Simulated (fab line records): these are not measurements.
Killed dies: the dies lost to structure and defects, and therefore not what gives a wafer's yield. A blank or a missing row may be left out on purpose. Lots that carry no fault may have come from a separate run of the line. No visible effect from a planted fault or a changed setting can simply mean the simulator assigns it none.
A lot that was struck, set against a sound lot || flow nandHarc || 31 steps out of a route of 1302
Sound: wafers L479.2, L479.3, L479.4. The struck wafers were L490.1, L490.3, L490.4. The cause comes at the end.
Each step with rows lists, per side, the tool, then ch with its chambers, then its first start. Under that, the readings that differ: sound wafers || struck wafers || difference of the means || sigmas: that difference in standard deviations of wafers without a fault.
alike: same words and numbers on both sides, and readings whose means sit less than 2 such deviations apart. not compared: any withheld reading, any reading some wafer has no value for, any bound like >300 that may hide the same value, and any number with overlapping values for which the record gives no deviation.
Wherever a step has rows on one side only, a row that says differs or no value, or a row with sigmas, the two part there. Numbers that have no deviation but don't overlap get no sigmas and don't part them. Lack of a reading on every wafer of one side parts them only where that side has two or more wafers.

first, 2 steps without rows for these wafers: NHARC_A_CHANNEL_HOLE_D1_PEB_08 (peb time 65 s); NHARC_A_CHANNEL_HOLE_D1_DEVELOP_09 (develop time 35 s).
NHARC_A_CHANNEL_HOLE_D1_CD_MEAS_10 targets a cd of 100 nm.
  sound on cdSem-01 ch 0, day 10 17:31; struck on cdSem-01 ch 0, day 15 06:13
  alike: cdNm
NHARC_A_CHANNEL_HOLE_D1_OVL_MEAS_11:
  sound on overlay-02 at day 10 17:37; struck on overlay-01 at day 15 06:17
{"reading": "overlayYNm (nm)", "sound": "1.6 1.6 2.2", "struck": "-0.1 0.6 0.0", "difference": -1.6, "sigmas": -2}
  alike: overlayXNm
NHARC_A_CHANNEL_HOLE_D1_INSPECT_12:
  sound on defectInspect-02 at day 10 17:39; struck on defectInspect-01 at day 15 06:20
  alike: rawDefectCount
NHARC_A_CHANNEL_HOLE_D1_DESCUM_15: chemistry O2, time 3 s.
  sound on rieDiel-13 ch 0,1,2, day 10 17:43; struck on rieDiel-06 ch 1,2,3, day 15 06:24
{"reading": "rfHoursCounterH (h)", "sound": "24 21 24", "struck": "2 3 3", "difference": -20, "sigmas": ""}
  alike: chamberPressureMTorr, drypumpMotorCurrentA, oesProductAu, rfVppV, showerheadPlenumPTorr, throttleValvePct
NHARC_A_CHANNEL_HOLE_D1_ETCH_38: etches the open film in CF4, target depth 39 nm, time 65 s.
  sound on rieDiel-13 ch 0,2,3, day 10 17:48; struck on rieDiel-06 ch 0,1,2, day 15 06:29
{"reading": "rfHoursCounterH (h)", "sound": "22 21 24", "struck": "2 3 3", "difference": -20, "sigmas": ""}
  alike: biasW, chamberPressureMTorr, drypumpMotorCurrentA, oesProductAu, rfVppV, showerheadPlenumPTorr, throttleValvePct
then, 1 step without rows for these wafers: NHARC_A_CHANNEL_HOLE_D1_ETCH_39 (etches the open film in N2/H2, target depth 260 nm, time 325 s).
NHARC_A_CHANNEL_HOLE_D1_ETCH_34: etches the open film in CF4/CHF3, target depth 154 nm, time 77 s.
  sound on rieDiel-13 ch 0,1,3; struck on rieDiel-06 ch 1,2,3
{"reading": "rfHoursCounterH (h)", "sound": "24 23 24", "struck": "3 3 3", "difference": -21, "sigmas": ""}
  alike: biasW, chamberPressureMTorr, drypumpMotorCurrentA, oesProductAu, rfVppV, showerheadPlenumPTorr, throttleValvePct
then, 1 step without rows for these wafers: NHARC_A_CHANNEL_HOLE_D1_ETCH_16 (etches the open film in O2/COS, target depth 3100 nm, time 806 s).
NHARC_A_CHANNEL_HOLE_D1_CD_MEAS_18:
  sound on cdSem-02 at day 10 18:59; struck on cdSem-02 at day 15 07:49
  alike: cdNm
then, 1 step without rows for these wafers: NHARC_A_CHANNEL_HOLE_D1_ETCH_19 (etches the open film in C4F8/O2/Ar, time 34.5 s).
NHARC_A_CHANNEL_HOLE_D1_ETCH_20: etches the open film in C4F8/O2/Ar, time 361.9 s, target depth 1600 nm.
  sound on harEtch-02 ch 0,1, day 10 20:01; struck on harEtch-02 ch 0,1, day 15 12:50
  alike: chamberPressureMTorr, drypumpMotorCurrentA, oesAirLineAu, showerheadPlenumPTorr, throttleValvePct
  not compared: rfHoursCounterH
then, 2 steps without rows for these wafers: NHARC_A_CHANNEL_HOLE_D1_ETCH_21 (etches the open film in C4F8/O2/Ar, time 514.3 s, target depth 1600 nm); NHARC_A_CHANNEL_HOLE_D1_ETCH_22 (etches the open film in C4F8/O2/Ar, time 666.7 s, target depth 1600 nm).
NHARC_A_CHANNEL_HOLE_D1_ETCH_23: etches the open film in C4F8/O2/Ar, time 819 s, target depth 1600 nm.
  sound on harEtch-02 ch 0,1, day 10 21:21; struck on harEtch-02 ch 0,1, day 15 14:13
  alike: chamberPressureMTorr, drypumpMotorCurrentA, oesAirLineAu, showerheadPlenumPTorr, throttleValvePct
  not compared: rfHoursCounterH
NHARC_A_CHANNEL_HOLE_D1_ETCH_24: etches the open film in C4F8/O2/Ar, time 906.2 s, target depth 1500 nm.
  sound on harEtch-02 ch 0,1, day 10 22:02; struck on harEtch-02 ch 0,1, day 15 14:55
  alike: chamberPressureMTorr, drypumpMotorCurrentA, oesAirLineAu, showerheadPlenumPTorr, throttleValvePct
  not compared: rfHoursCounterH
then, 10 steps without rows for these wafers: NHARC_A_CHANNEL_HOLE_D1_ETCH_25 (etches the open film in C4F8/O2/Ar, time 1040.2 s, target depth 1500 nm); NHARC_A_CHANNEL_HOLE_D1_ETCH_26 (etches the open film in C4F8/O2/Ar, time 224.1 s, target depth 300 nm); NHARC_A_CHANNEL_HOLE_D1_ETCH_33 (etches the open film in C4F8/O2/Ar, time 90 s, target depth 400 nm); NHARC_A_CHANNEL_HOLE_D1_STRIP_41 (strips in N2/H2); NHARC_A_CHANNEL_HOLE_D1_STRIP_42 (strips in CF4/CHF3); NHARC_A_CHANNEL_HOLE_D1_STRIP_43 (strips in O2/COS); NHARC_A_CHANNEL_HOLE_D1_ETCH_44 (etches the open film in CF4/O2, target depth 140 nm, overetch 14 nm, time 77 s); NHARC_A_CHANNEL_HOLE_D1_STRIP_27 (strips in O2); NHARC_A_CHANNEL_HOLE_D1_PRECLEAN_28 (cleans in SC1); NHARC_A_CHANNEL_HOLE_D1_SRD_29.
NHARC_A_CHANNEL_HOLE_D1_CD_MEAS_30:
  sound on cdSem-01 at day 11 01:26; struck on cdSem-01 at day 15 18:11
  alike: cdNm
NHARC_A_CHANNEL_HOLE_D1_XSEM_31:
  sound on xsem-02 ch 0, day 11 01:31; struck on xsem-02 ch 0, day 15 18:16
{"reading": "bowNm (nm)", "sound": "8.51 8.52 8.59", "struck": "14.43 14.43 14.42", "difference": "+5.89", "sigmas": "+22"}
  alike: botCdNm, tiltDeg
NHARC_A_CHANNEL_HOLE_D1_INSPECT_40:
  sound on defectInspect-01 at day 11 01:37; struck on defectInspect-02 at day 15 18:22
  alike: rawDefectCount
NHARC_END_SORT_01:
  the record has rows for the sound wafers here (prober-02 ch 0, day 27 01:16) and none for the struck ones

WHERE THEY PART
Earliest at NHARC_A_CHANNEL_HOLE_D1_OVL_MEAS_11; latest, in this record, at NHARC_END_SORT_01.

WHY: whatever the simulator had introduced
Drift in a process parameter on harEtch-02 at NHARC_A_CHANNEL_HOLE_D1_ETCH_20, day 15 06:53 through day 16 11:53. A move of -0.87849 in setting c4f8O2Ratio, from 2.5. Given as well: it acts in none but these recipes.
